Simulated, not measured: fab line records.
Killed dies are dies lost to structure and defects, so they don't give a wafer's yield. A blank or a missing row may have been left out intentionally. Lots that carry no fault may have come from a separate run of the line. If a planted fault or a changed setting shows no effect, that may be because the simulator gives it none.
Struck lot and sound lot, side by side ; flow n5 finfet ; 22 steps out of a route of 1938
Sound: wafers L460.1, L460.2, L460.4. The struck wafers were L467.2, L467.3, L467.6. The cause is given at the end.
Order at every step that has rows: each side's tool, ch and its chambers, its first start. Under that, the readings that differ: sound wafers ; struck wafers ; difference of the means ; sigmas: that difference in standard deviations of wafers without a fault.
alike: a reading whose means differ by less than 2 such deviations, as well as words and numbers matching on both sides. not compared: withheld readings; readings where some wafer has no value; bounds like >300 that might hide an equal value; numbers whose values overlap and for which the record gives no deviation.
The two part at a step that has a row with sigmas, a row that says differs or no value, or rows on one side only. Numbers that don't overlap but have no deviation are shown without sigmas and don't part them. A reading missing from all wafers of one side parts the sides only when that side holds two or more wafers.

first, 1 step without rows for these wafers: N5_DUMMY_GATE_UV_OZONE_45 (time 120 s).
N5_DUMMY_GATE_INSPECT_27: inspects for defects (brightfield).
  struck on defect inspect-02, day 4 16:38; sound on defect inspect-02, day 2 22:32
  alike: raw defect count
N5_SPACER0_ALD_07: deposits SiNx, target thk 2 nm.
  sound on ald sin-03 ch 0,1,3, day 2 23:29; struck on ald sin-03 ch 2,3, day 4 18:36
  alike: heater power w
N5_SPACER0_ALD_00: deposits SiOCN, target thk 3.5 nm, pulse time 3 s, purge time 2 s.
  sound on ald sin-03 ch 0,1,3, day 2 23:38; struck on ald sin-03 ch 2,3, day 4 18:46
  alike: heater power w, precursor pulse height rel
N5_SPACER0_ALD_08: deposits SiNx, target thk 2 nm.
  sound on ald sin-03 ch 0,1,3, day 2 23:53; struck on ald sin-03 ch 2,3, day 4 19:01
  alike: heater power w
N5_SPACER0_INSPECT_04: inspects for defects (darkfield).
  struck on defect inspect-02, day 4 19:10; sound on defect inspect-01, day 3 00:03
  alike: raw defect count
then, 6 steps without rows for these wafers: N5_SD_EPI_N_COAT_32 (time 60 s, resist thk 350 nm); N5_SD_EPI_N_COAT_33 (time 60 s, resist thk 35 nm); N5_SD_EPI_N_COAT_03 (resist thk 150 nm); N5_SD_EPI_N_EBR_05; N5_SD_EPI_N_SOFTBAKE_04 (time 60 s); N5_SD_EPI_N_EXPOSE_06 (exposes mask SD N BLK, target cd 120 nm).
N5_SD_EPI_N_PEB_07: peb time 60 s.
  sound on litho track-03 ch 0, day 3 00:15; struck on litho track-03 ch 0, day 4 19:30
reading;sound;struck;difference;sigmas
plate temp C (C);110.18 110.19 109.95;110.78 110.64 110.86;+0.65;+5
then, 1 step without rows for these wafers: N5_SD_EPI_N_DEVELOP_08 (develop time 30 s).
N5_SD_EPI_N_CD_MEAS_09: target cd 120 nm.
  sound on cd sem-02 ch 0, day 3 00:19; struck on cd sem-01 ch 0, day 4 19:34
  alike: cd nm
N5_SD_EPI_N_OVL_MEAS_10:
  sound on overlay-01 ch 0, day 3 00:21; struck on overlay-02 ch 0, day 4 19:36
  alike: SD_N_BLK_OVL
N5_SD_EPI_N_INSPECT_11: inspects for defects (macro).
  struck on defect inspect-02, day 4 19:38; sound on defect inspect-01, day 3 00:22
  alike: raw defect count
N5_SD_EPI_N_DESCUM_14: chemistry O2, time 7.9 s.
  sound on rie diel-05 ch 0,2,3, day 3 00:25; struck on rie diel-03 ch 0,1,3, day 4 19:40
reading;sound;struck;difference;sigmas
rf fwd power W (W);49.16 49.31 49.31;49.64 49.86 49.57;+0.43;+2
  alike: bias power w, drypump motor current A, oes product au, rf vpp V, showerhead plenum p Torr, throttle valve pct
  not compared: rf hours counter h
N5_SD_EPI_N_ETCH_34: etches SiARC in CF4, target depth 45.5 nm, time 75.8 s.
  sound on rie diel-05 ch 0,2,3, day 3 00:27; struck on rie diel-03 ch 0,1,3, day 4 19:41
reading;sound;struck;difference;sigmas
rf fwd power W (W);540.2 537.4 539.9;541.3 543.9 545.1;+4.3;+2
model.SD_EPI_N.cd nm (nm);121.8 121.4 121.6;122.6 122.6 123.2;+1.2;
  alike: drypump motor current A, etch rf on time s, mfc ar sccm, oes product au, rf vpp V, showerhead plenum p Torr, throttle valve pct
  not compared: rf hours counter h
N5_SD_EPI_N_ETCH_35: etches SOC in N2/H2, overetch 108 nm, time 486 s.
  sound on rie diel-05 ch 0,2,3, day 3 00:31; struck on rie diel-03 ch 0,1,3, day 4 19:45
  alike: drypump motor current A, oes product au, rf fwd power W, rf vpp V, showerhead plenum p Torr, throttle valve pct
  not compared: rf hours counter h
-- the record jumps here: 6 days lie between the struck wafers' starts before and after (it left off in module SD_EPI_N and takes up again in module BEOL_M4, whose first step shown is number 1111 of the route) --
N5_BEOL_M4_RC_MEAS_101:
  sound on prober-02 ch 0, day 9 08:35; struck on prober-01 ch 0, day 10 20:04
  alike: DIBL_N, DIBL_P, IOFF_N, IOFF_P, ION_N, ION_P, SS_N, SS_P, VT_N, VT_P
N5_PASSIVATION_PROBE_49:
  sound wafers here have rows in the record (prober-02, day 14 01:53); struck ones have none

## WHERE THEY PART
Earliest at N5_SD_EPI_N_PEB_07; latest, in this record, at N5_PASSIVATION_PROBE_49.

WHY: what had been put in by the simulator
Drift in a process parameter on litho track-03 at N5_SD_EPI_N_PEB_07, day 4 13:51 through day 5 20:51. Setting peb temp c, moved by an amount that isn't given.
